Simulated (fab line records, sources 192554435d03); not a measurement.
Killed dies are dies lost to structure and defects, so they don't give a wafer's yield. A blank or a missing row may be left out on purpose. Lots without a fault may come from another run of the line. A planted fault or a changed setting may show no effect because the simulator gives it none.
fab line records | flow n5_finfet
record lots=10 wafers=30 last_day=19
route steps=1938 shown GATE_CUT@511 MOL_CONTACT_COAG@528 BEOL_M4@1111 PASSIVATION@1936
lots that met no fault: from a run of the same line without faults
start_h: hours from the record's first day to the start of the lot's first wafer shown | wait_h: hours since the lot's step before | " the same as in the row above | L1.1+2: a row that stands for several wafers | - no value, or no start given | * or withheld: withheld | < > ~ a bound
route shown NAME@n: a module of which the file shows steps, and the number in the route of the first | usual: mean/standard deviation of fault-free wafers | same: alike in all rows | chamber/n: place in a boat | sites: the reading at each site | _std_site: their standard deviation | _edge_site: outer sites' mean less inner sites' | radius_mm: how far each site lies from the wafer's centre | mask NAME#n: copy n | behind: the tool/chamber that last shaped the wafer | hold: why the lot was held/for how many hours/how that ended | device: the transistor (n, p or np) that didn't switch | end of line: the same wafers' tests at the end of the route | a step without rows: its recipe alone | killed: dies lost to structure and defects at the first sort, not the wafer's yield | map: a wafer's dies, x killed, . not, _ none there
set.NAME: the setting as run; set.NAME@STEP: as run at that earlier step | model.NAME: the simulator's own value behind a step, which no gauge read
steps of the route over a sample of lots; a table a step, a row a wafer
services: from which hour (start_h, from the record's first day; less than 0 if before it) a tool's chamber was out of use, for how many hours, and why
## steps
# step N5_GATE_CUT_CMP_23
# recipe stop_on=SiO2 t_overpolish_s=23.4 post_cmp_clean=alkaline_brush down_force_psi=2.5 platen_rpm=51.8 pad_velocity_m_s=1.0307 target_thk_nm=16
# usual edge_zone_pressure_frac=0.999/0.0046 motor_current_A=9.4/0.93 overpolish_run_s=23.401/0.0094 time_to_endpoint_s=18.2/2.3
# columns lot.wafer tool chamber start_h wait_h edge_zone_pressure_frac motor_current_A overpolish_run_s time_to_endpoint_s
L819.2 cmp-02 2 91.69 0.9 1.002 9.4 23.395 13.7
L819.6 " 3 " " 0.997 11.1 23.397 16.0
L819.5 " 0 " " 0.998 9.6 23.400 13.9
L823.2 cmp-02 3 112.33 0.8 0.995 10.8 23.402 17.4
L823.1 " 2 " " 0.993 9.2 23.413 15.0
L823.6 " 3 " " 1.000 10.9 23.398 16.3
L825.1 cmp-04 3 124.01 0.8 0.999 8.9 23.395 17.9
L825.3 " 1 " " 0.996 10.5 23.389 21.7
L825.6 " 3 " " 1.002 9.4 23.400 18.2
L826.3 cmp-02 0 129.66 0.8 1.004 9.8 23.409 20.8
L826.5 " 2 " " 1.002 9.5 23.399 18.3
L826.6 " 3 " " 1.006 10.6 23.411 16.7
L828.2 cmp-02 3 139.73 0.8 0.998 11.1 23.407 19.9
L828.3 " 0 " " 0.997 9.5 23.409 17.1
L828.4 " 1 " " 0.999 9.4 23.412 22.0
L835.3 cmp-03 1 181.15 0.8 1.006 8.6 23.407 20.2
L835.4 " 0 " " 1.007 10.3 23.407 18.7
L835.5 " 2 " " 1.006 9.7 23.393 17.3
L836.4 cmp-04 1 193.48 0.8 0.999 10.0 23.414 20.2
L836.1 " 2 " " 1.006 8.8 23.402 19.0
L836.2 " 3 " " 1.009 8.9 23.402 19.1
L837.1 cmp-04 2 193.85 0.8 1.002 8.8 23.385 14.6
L837.3 " 3 " " 1.004 8.9 23.412 13.3
L837.5 " 1 " " 0.998 9.9 23.395 17.5
L839.1 cmp-02 2 207.54 0.8 0.999 9.4 23.400 17.1
L839.2 " 3 " " 1.003 10.9 23.406 18.3
L839.5 " 1 " " 1.001 9.2 23.404 22.6
L842.4 cmp-03 0 223.51 0.8 1.002 10.0 23.405 23.0
L842.3 " 1 " " 1.001 8.5 23.414 20.3
L842.5 " 1 " " 1.002 8.6 23.414 21.4
# step N5_GATE_CUT_INSPECT_26
# recipe inspect_instrument=darkfield mode=post_cmp
# usual raw_defect_count=41/19
# columns lot.wafer tool chamber start_h wait_h raw_defect_count
L819.2 defect_inspect-01 - 92.61 0.0 26
L819.5 " - " " 35
L819.6 " - " " 20
L823.1 defect_inspect-02 - 113.37 0.0 47
L823.2 " - " " 47
L823.6 " - " " 47
L825.1 defect_inspect-02 - 125.01 0.0 85
L825.3 " - " " 62
L825.6 " - " " 71
L826.3 defect_inspect-01 - 130.62 0.0 29
L826.5 " - " " 30
L826.6 " - " " 42
L828.2 defect_inspect-02 - 140.73 0.0 30
L828.3 " - " " 27
L828.4 " - " " 43
L835.3 defect_inspect-01 - 182.18 0.0 22
L835.4 " - " " 46
L835.5 " - " " 18
L836.1 defect_inspect-02 - 194.48 0.0 46
L836.2 " - " " 25
L836.4 " - " " 50
L837.1 defect_inspect-01 - 194.84 0.0 38
L837.3 " - " " 52
L837.5 " - " " 37
L839.1 defect_inspect-01 - 208.57 0.0 36
L839.2 " - " " 43
L839.5 " - " " 45
L842.3 defect_inspect-01 - 224.55 0.0 13
L842.4 " - " " 59
L842.5 " - " " 39
# step N5_MOL_CONTACT_COAG_INSPECT_10
# recipe mode=adi inspect_instrument=brightfield
# usual raw_defect_count=73/33
# columns lot.wafer tool chamber start_h wait_h raw_defect_count
L819.2 defect_inspect-01 - 93.12 0.0 54
L819.5 " - " " 60
L819.6 " - " " 60
L823.1 defect_inspect-01 - 113.88 0.1 88
L823.2 " - " " 71
L823.6 " - " " 88
L825.1 defect_inspect-01 - 125.39 0.1 147
L825.3 " - " " 133
L825.6 " - " " 122
L826.3 defect_inspect-01 - 131.14 0.0 56
L826.5 " - " " 50
L826.6 " - " " 54
L828.2 defect_inspect-02 - 141.24 0.0 62
L828.3 " - " " 51
L828.4 " - " " 66
L835.3 defect_inspect-02 - 182.57 0.0 34
L835.4 " - " " 57
L835.5 " - " " 51
L836.1 defect_inspect-02 - 194.87 0.1 74
L836.2 " - " " 34
L836.4 " - " " 93
L837.1 defect_inspect-01 - 195.35 0.1 60
L837.3 " - " " 83
L837.5 " - " " 89
L839.1 defect_inspect-02 - 208.96 0.1 58
L839.2 " - " " 80
L839.5 " - " " 76
L842.3 defect_inspect-02 - 225.06 0.0 26
L842.4 " - " " 81
L842.5 " - " " 65
# step N5_MOL_CONTACT_COAG_IMPLANT_129
# recipe species=Ge energy_kev=3 dose_cm2=6e+14 tilt_deg=0 rotation_deg=0
# usual beam_energy_keV=3.0001/0.00079 dose_ions_cm2=6e+14/5.9e+11
# columns lot.wafer tool chamber start_h wait_h beam_energy_keV dose_ions_cm2
L819.2 implanter-02 0 93.66 0.1 3.0004 6.005e+14
L819.5 " 0 " " 2.9999 6e+14
L819.6 " 0 " " 2.9999 5.991e+14
L823.1 implanter-02 0 114.34 0.0 3.0002 5.993e+14
L823.2 " 0 " " 2.9995 6.006e+14
L823.6 " 0 " " 2.9992 5.996e+14
L825.1 implanter-02 0 126.40 0.0 3.0000 5.994e+14
L825.3 " 0 " " 3.0005 6.005e+14
L825.6 " 0 " " 3.0017 6.005e+14
L826.3 implanter-01 0 131.66 0.1 3.0009 6.001e+14
L826.5 " 0 " " 3.0003 5.993e+14
L826.6 " 0 " " 2.9994 6.005e+14
L828.2 implanter-01 0 141.80 0.1 2.9998 6e+14
L828.3 " 0 " " 2.9995 6.004e+14
L828.4 " 0 " " 3.0003 5.995e+14
L835.3 implanter-01 0 183.14 0.1 0.6484 5.994e+14
L835.4 " 0 " " 0.6482 5.998e+14
L835.5 " 0 " " 0.6490 5.998e+14
L836.1 implanter-01 0 195.33 0.0 0.6473 5.99e+14
L836.2 " 0 " " 0.6480 5.991e+14
L836.4 " 0 " " 0.6487 5.996e+14
L837.1 implanter-02 0 195.82 0.0 2.9995 5.998e+14
L837.3 " 0 " " 3.0005 6.002e+14
L837.5 " 0 " " 3.0005 6.002e+14
L839.1 implanter-02 0 209.54 0.0 3.0001 6.01e+14
L839.2 " 0 " " 2.9995 6.007e+14
L839.5 " 0 " " 2.9994 6.017e+14
L842.3 implanter-02 0 225.59 0.1 2.9993 5.992e+14
L842.4 " 0 " " 2.9997 5.995e+14
L842.5 " 0 " " 2.9985 6.003e+14
# step N5_BEOL_M4_RC_MEAS_101
# usual DIBL_N=36.6/1.9 DIBL_P=36.7/2.2 IOFF_N=0.16/0.035 IOFF_P=0.22/0.038 ION_N=672/14 ION_P=462/8.3 RC_DENSE_N=19.0/0.51 RC_DENSE_P=23.7/0.62 RC_N=15.5/0.41 RC_P=19.3/0.48 REXT_N=75.4/1.8 REXT_P=100.5/2.1 SS_N=71.6/0.65 SS_P=73.5/0.72 VT_N=250/3.5 VT_P=-250/3.1
# columns lot.wafer tool chamber start_h wait_h DIBL_N[mV/V] DIBL_P[mV/V] IOFF_N[nA/um] IOFF_P[nA/um] ION_N[uA/um] ION_P[uA/um] RC_DENSE_N[ohm.um] RC_DENSE_P[ohm.um] RC_N[ohm.um] RC_P[ohm.um] REXT_N[ohm.um] REXT_P[ohm.um] SS_N[mV/dec] SS_P[mV/dec] VT_N[mV] VT_P[mV]
L819.2 prober-01 0 203.17 0.2 39.2 40.5 0.22 0.34 686 483 19.0 23.7 15.6 19.4 76.4 97.8 71.1 74.5 243 -239
L819.5 " 0 " " 37.5 39.0 0.17 0.29 677 471 19.5 24.3 15.8 19.7 77.4 98.0 71.0 73.9 247 -244
L819.6 " 0 " " 33.2 32.6 0.10 0.18 646 455 19.2 23.8 15.7 19.3 77.1 98.1 69.9 72.5 255 -252
L823.1 prober-02 0 207.69 0.0 36.5 36.7 0.15 0.19 653 448 19.7 24.1 15.9 19.7 74.3 102.6 71.6 73.3 254 -258
L823.2 " 0 " " 34.4 34.7 0.12 0.16 667 453 20.0 24.9 16.3 19.9 75.1 103.6 71.0 72.7 254 -257
L823.6 " 0 " " 33.4 32.6 0.11 0.14 650 442 19.4 24.0 15.7 19.4 74.1 103.4 70.7 71.6 257 -257
L825.1 prober-02 0 226.45 0.0 35.9 36.8 0.17 0.24 691 476 19.1 23.6 15.6 19.2 74.6 100.0 71.0 73.7 249 -249
L825.3 " 0 " " 37.2 37.1 0.17 0.22 664 455 18.8 23.1 15.4 19.1 74.2 101.5 72.0 74.0 251 -249
L825.6 " 0 " " 36.9 37.2 0.16 0.23 670 462 18.5 22.8 14.8 18.3 74.6 99.6 72.5 74.4 252 -249
L826.3 prober-01 0 237.16 0.3 35.9 35.8 0.14 0.16 675 454 18.5 23.2 15.1 18.9 75.6 98.0 71.9 73.2 254 -256
L826.5 " 0 " " 37.0 38.1 0.17 0.21 661 455 19.1 24.2 15.7 19.7 75.3 97.9 71.1 74.0 250 -252
L826.6 " 0 " " 38.1 38.4 0.18 0.22 685 465 18.2 22.8 14.9 18.7 74.5 96.2 72.2 74.1 250 -254
L828.2 prober-02 0 249.28 0.2 36.3 36.6 0.15 0.21 678 468 18.0 22.5 14.7 18.5 74.9 101.5 71.1 73.3 252 -252
L828.3 " 0 " " 37.3 38.0 0.16 0.23 659 459 17.9 22.8 14.8 18.6 77.2 100.2 71.4 74.0 250 -248
L828.4 " 0 " " 36.5 37.6 0.16 0.22 681 463 18.6 23.5 15.0 19.1 76.8 102.0 71.4 73.7 247 -250
L835.3 prober-01 0 291.31 0.3 38.8 40.6 0.21 0.29 652 452 34.9 43.2 28.4 35.4 86.3 117.4 72.3 74.8 247 -244
L835.4 " 0 " " 35.6 36.4 0.15 0.21 637 445 35.4 44.2 29.1 36.2 87.1 119.4 71.5 72.8 253 -249
L835.5 " 0 " " 38.5 40.4 0.21 0.30 651 456 34.7 43.7 28.7 35.7 87.3 117.3 72.9 74.9 245 -247
L836.1 prober-02 0 293.14 0.0 36.2 37.9 0.19 0.24 655 456 34.8 43.3 28.4 35.3 89.0 120.8 71.5 74.5 246 -247
L836.2 " 0 " " 36.8 38.9 0.19 0.25 652 453 34.5 43.4 28.3 35.1 89.0 119.1 71.4 73.9 248 -248
L836.4 " 0 " " 35.7 37.4 0.18 0.23 660 454 34.4 43.1 28.3 35.0 88.1 120.7 72.3 73.9 247 -247
L837.1 prober-02 0 301.59 0.0 38.5 37.6 0.19 0.21 674 453 19.5 24.2 16.0 19.7 75.3 98.3 72.4 74.1 246 -251
L837.3 " 0 " " 39.1 38.6 0.21 0.23 693 471 19.1 23.8 15.5 19.3 74.5 97.5 72.5 74.6 247 -252
L837.5 " 0 " " 37.1 36.5 0.17 0.20 686 466 18.9 23.8 15.2 19.1 73.9 97.6 71.5 73.9 246 -253
L839.1 prober-01 0 319.10 0.0 37.4 38.4 0.16 0.22 678 468 18.8 23.6 15.1 19.2 75.7 103.6 71.0 74.4 251 -249
L839.2 " 0 " " 37.4 38.9 0.17 0.25 667 455 19.2 24.0 15.7 19.7 75.7 103.2 71.4 73.9 253 -247
L839.5 " 0 " " 38.9 38.7 0.18 0.24 654 452 18.3 23.0 15.0 18.8 75.7 102.2 72.4 74.9 254 -249
L842.3 prober-01 0 328.16 0.3 37.0 38.4 0.17 0.22 674 467 19.3 24.1 15.7 19.6 75.8 102.0 71.4 73.3 251 -250
L842.4 " 0 " " 36.8 38.0 0.17 0.24 676 459 18.5 23.2 15.2 19.0 75.3 99.8 72.2 74.1 248 -248
L842.5 " 0 " " 38.7 39.6 0.20 0.26 694 470 20.0 25.2 16.3 20.5 75.5 100.9 72.2 73.6 249 -248
# step N5_PASSIVATION_PROBE_49
# usual defect_limited_yield=91.6/1.4 killed_at_M0_to_M3=35/10 killed_at_M4_up=13/4.8 killed_at_contacts=12/7.2 killed_at_front_end=36/12 killed_at_other=4/3.1 killed_dies=100/17 killed_open=66/13 killed_short=32/7.3 sort_bin_5_function=5.0/0.94 sort_bin_6_memory=3.1/0.67 sort_bin_8_speed=0.01/0.047 sort_n_pass=1080/17 sort_yield_pct=91.6/1.4
# same gross_dies=1180 killed_at_back_side=0 sort_bin_4_leakage[%]=0
# columns lot.wafer tool chamber start_h wait_h defect_limited_yield[%] killed_at_M0_to_M3 killed_at_M4_up killed_at_contacts killed_at_front_end killed_at_other killed_dies killed_open killed_short sort_bin_5_function[%] sort_bin_6_memory[%] sort_bin_8_speed[%] sort_n_pass sort_yield_pct[%]
L836.1 prober-01 - 409.14 0.0 89.8 60 11 14 34 1 120 80 40 5.7 4.2 0 1060 89.8
L836.2 prober-01 - 409.19 0.1 92.7 29 12 13 32 0 86 54 29 4.6 2.4 0.17 1092 92.5
L836.4 prober-01 - 409.29 0.2 89.7 48 22 15 35 1 121 94 27 5.3 4.5 0 1059 89.7
L835.3 prober-01 - 412.19 0.1 93.0 18 10 12 39 4 83 58 25 4.7 2.3 0 1097 93.0
L835.4 prober-01 - 412.24 0.2 92.0 33 7 16 35 3 94 56 38 5.1 2.8 0.68 1078 91.4
L835.5 prober-01 - 412.29 0.2 94.0 38 8 5 20 0 71 41 30 3.3 2.5 0 1109 94.0
L837.1 prober-02 - 427.98 0.0 92.2 28 12 5 44 3 92 61 30 5.2 2.0 0 1088 92.2
L837.3 prober-02 - 428.08 0.1 92.0 37 16 13 25 3 94 61 33 4.9 2.7 0 1086 92.0
L837.5 prober-02 - 428.18 0.2 91.1 23 20 4 56 2 105 80 25 5.7 3.1 0 1075 91.1
# killed by level:class
L836.1 BEOL_M0_SAQP:geometric_particle:open=23 BEOL_M0_SAQP:geometric_particle:short=14 BEOL_M3:geometric_particle:open=11 MOL_CONTACT_COAG:geometric_particle:open=10 STI_FIN_REVEAL:geometric_particle:open=9 BEOL_M3:geometric_particle:short=8 GATE_CUT:geometric_particle:short=5 DUMMY_GATE:geometric_particle:open=4
L836.2 MOL_CONTACT_COAG:geometric_particle:open=11 STI_FIN_REVEAL:geometric_particle:open=10 BEOL_M0_SAQP:geometric_particle:short=10 BEOL_M0_SAQP:geometric_particle:open=5 BEOL_M3:geometric_particle:open=5 STI_FIN_REVEAL:geometric_particle:short=4 FIN_SAQP:geometric_particle:open=3 BEOL_M0:geometric_particle:open=3
L836.4 STI_FIN_REVEAL:geometric_particle:open=15 BEOL_M4:geometric_particle:open=14 MOL_CONTACT_COAG:geometric_particle:open=13 BEOL_M3:geometric_particle:open=12 BEOL_M0_SAQP:geometric_particle:open=10 BEOL_M0_SAQP:geometric_particle:short=9 BEOL_M1:geometric_particle:open=8 FIN_SAQP:geometric_particle:open=5
L835.3 STI_FIN_REVEAL:geometric_particle:open=13 MOL_CONTACT_COAG:geometric_particle:open=8 BEOL_M0_SAQP:geometric_particle:short=5 BEOL_M3:geometric_particle:open=5 GATE_CUT:geometric_particle:short=4 MOL_CONTACT_COAG:geometric_particle:short=4 BEOL_M0_SAQP:geometric_particle:open=4 STI_FIN_REVEAL:geometric_particle:short=3
L835.4 STI_FIN_REVEAL:geometric_particle:open=13 MOL_CONTACT_COAG:geometric_particle:open=12 FIN_SAQP:geometric_particle:short=10 BEOL_M0_SAQP:geometric_particle:short=7 BEOL_M0_SAQP:geometric_particle:open=7 BEOL_M1:geometric_particle:open=5 BEOL_M3:geometric_particle:open=5 GATE_CUT:geometric_particle:short=4
L835.5 BEOL_M0_SAQP:geometric_particle:open=18 BEOL_M0_SAQP:geometric_particle:short=11 FIN_SAQP:geometric_particle:short=5 BEOL_M4:geometric_particle:open=5 STARTING-WAFER:geometric_particle:short=4 BEOL_M2:geometric_particle:open=4 DUMMY_GATE:geometric_particle:open=3 MOL_CONTACT_COAG:geometric_particle:short=3
L837.1 BEOL_M2:geometric_particle:open=12 STI_FIN_REVEAL:geometric_particle:open=10 GATE_CUT:geometric_particle:short=8 BEOL_M0_SAQP:geometric_particle:open=6 DUMMY_GATE:geometric_particle:open=5 FIN_SAQP:geometric_particle:short=4 MOL_CONTACT_COAG:geometric_particle:open=4 GATE_CUT:geometric_particle:open=4
L837.3 BEOL_M2:geometric_particle:open=10 MOL_CONTACT_COAG:geometric_particle:open=9 STI_FIN_REVEAL:geometric_particle:open=7 BEOL_M0_SAQP:geometric_particle:open=7 GATE_CUT:geometric_particle:short=5 BEOL_M4:geometric_particle:open=5 MOL_CONTACT_COAG:geometric_particle:short=4 BEOL_M0_SAQP:geometric_particle:short=4
L837.5 STI_FIN_REVEAL:geometric_particle:open=23 BEOL_M4:geometric_particle:open=12 FIN_SAQP:geometric_particle:open=11 BEOL_M0_SAQP:geometric_particle:open=7 STI_FIN_REVEAL:geometric_particle:short=5 GATE_CUT:geometric_particle:short=4 BEOL_M0_SAQP:geometric_particle:short=4 BEOL_M2:geometric_particle:open=4
## services
# columns tool chamber start_h hours kind
implanter-02 - 78.44 4.1 repair
cmp-03 - 81.09 2.1 repair
implanter-01 - 89.63 10.3 repair
cmp-02 - 102.04 0.2 repair
cmp-02 - 105.39 0.4 repair
implanter-02 - 108.62 3.7 pm
cmp-04 - 112.66 1.5 repair
implanter-02 - 120.52 3.8 pm
cmp-03 - 123.06 10.0 repair
cmp-04 - 172.74 4.0 pm
cmp-04 - 176.74 - consumable_replace:conditioner
cmp-04 - 176.74 - consumable_replace:pad
implanter-02 - 185.95 0.8 repair
cmp-04 - 189.57 3.7 pm
cmp-02 - 194.05 4.0 pm
cmp-02 - 198.05 - consumable_replace:conditioner
cmp-02 - 198.05 - consumable_replace:pad
implanter-01 - 198.77 2.5 pm
cmp-03 - 200.62 13.4 pm
## key
first_sign step=N5_MOL_CONTACT_COAG_IMPLANT_129 reading=beam_energy_keV direction=down sigmas=99+ usual=3.0001 struck=0.6483
effect step=N5_BEOL_M4_RC_MEAS_101 reading=RC_P direction=up sigmas=34 usual=19.3 struck=35.5
effect step=N5_BEOL_M4_RC_MEAS_101 reading=RC_N direction=up sigmas=32 usual=15.5 struck=28.5
effect step=N5_BEOL_M4_RC_MEAS_101 reading=RC_DENSE_P direction=up sigmas=32 usual=23.7 struck=43.5
effect step=N5_BEOL_M4_RC_MEAS_101 reading=RC_DENSE_N direction=up sigmas=31 usual=19.0 struck=34.8
effect step=N5_BEOL_M4_RC_MEAS_101 reading=REXT_P direction=up sigmas=8.9 usual=100.5 struck=119.1
effect step=N5_BEOL_M4_RC_MEAS_101 reading=REXT_N direction=up sigmas=7 usual=75.4 struck=87.8
effect step=N5_BEOL_M4_RC_MEAS_101 reading=ION_N direction=down sigmas=1.5 usual=672 struck=651
effect step=N5_PASSIVATION_PROBE_49 reading=sort_bin_8_speed direction=up sigmas=1.6 usual=0.01 struck=0.14 wafers_moved=2
met_at N5_MOL_CONTACT_COAG_IMPLANT_129
struck_lots L835,L836
not_acting_at N5_GATE_CUT_CMP_23,N5_GATE_CUT_INSPECT_26,N5_MOL_CONTACT_COAG_INSPECT_10
onset_between 141.80 183.14
fault kind=process_parameter_drift tool=implanter-01 chamber=- onset_h=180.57 steps=N5_MOL_CONTACT_COAG_IMPLANT_129 channel=energy_kev offset=-2.3522 shape=step end_h=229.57 acts_in=these_recipes_only stated=3
